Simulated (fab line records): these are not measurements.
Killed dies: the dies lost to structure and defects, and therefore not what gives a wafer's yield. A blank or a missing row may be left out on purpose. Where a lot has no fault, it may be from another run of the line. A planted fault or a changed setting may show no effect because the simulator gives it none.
Matching of chambers ; flow nand-harc ; rie-diel-02 running NHARC_P_GATE_DESCUM_93: 4 sister chambers
The step chemistry O2, time 3 s. 14 wafers are shown with their chamber, then 7 later ones without.

== WAFERS WITH THEIR CHAMBER ==
wafer;chamber;showerhead-plenum-p-Torr (Torr);drypump-motor-current-A (A);rf-vpp-V (V)
L275.2;3;1.81;5.3;55.5
L275.4;0;1.85;5.2;57.5
L275.6;3;1.81;5.3;56.6
L278.2;0;1.85;5.1;58.6
L278.3;1;2.06;5.0;59.0
L278.4;2;2.03;6.3;57.9
L280.1;3;1.81;5.3;58.2
L280.2;1;2.06;5.0;58.1
L280.6;2;2.03;6.3;57.0
L292.1;3;1.81;5.3;58.2
L292.4;1;2.06;5.1;59.3
L292.5;3;1.81;5.3;56.9
L296.1;0;1.85;5.1;57.0
L296.4;1;2.05;5.0;58.1

SIGNATURES (averages over the wafers above)
reading;chamber 0;chamber 1;chamber 2;chamber 3;scatter within a chamber
showerhead-plenum-p-Torr;1.8500;2.0575;2.0300;1.8100;0.00274
drypump-motor-current-A;5.133;5.025;6.300;5.300;0.0376
rf-vpp-V;57.700;58.625;57.450;57.080;0.903
Rule: for each reading, subtract the chamber's mean from the wafer's reading, divide by that reading's scatter and square the result; add these up over the readings and take the root, which gives the wafer's distance from the chamber. If the next closest chamber is less than 2 further off than the closest, the wafer can't be placed; otherwise it belongs to the closest. The scatter is the square root of a quotient: the sum, over the shown wafers, of each reading's squared deviation from its chamber's mean, divided by wafers minus chambers.

== WAFERS WHOSE CHAMBER IS MISSING ==
wafer;showerhead-plenum-p-Torr (Torr);drypump-motor-current-A (A);rf-vpp-V (V)
L296.6;1.81;5.3;57.7
L297.1;1.81;5.4;56.8
L297.5;2.03;6.3;59.1
L297.6;2.05;5.0;60.4
L298.2;2.05;5.0;58.9
L298.4;2.03;6.3;58.3
L298.6;1.85;5.1;56.7

== EACH ONE'S CHAMBER ==
wafer;from the rows above;in truth
L296.6;3;3
L297.1;3;3
L297.5;2;2
L297.6;1;1
L298.2;1;1
L298.4;2;2
L298.6;0;0
Placed correctly: 7 of 7. From these rows, 0 cannot be placed. Placed wrongly: 0.
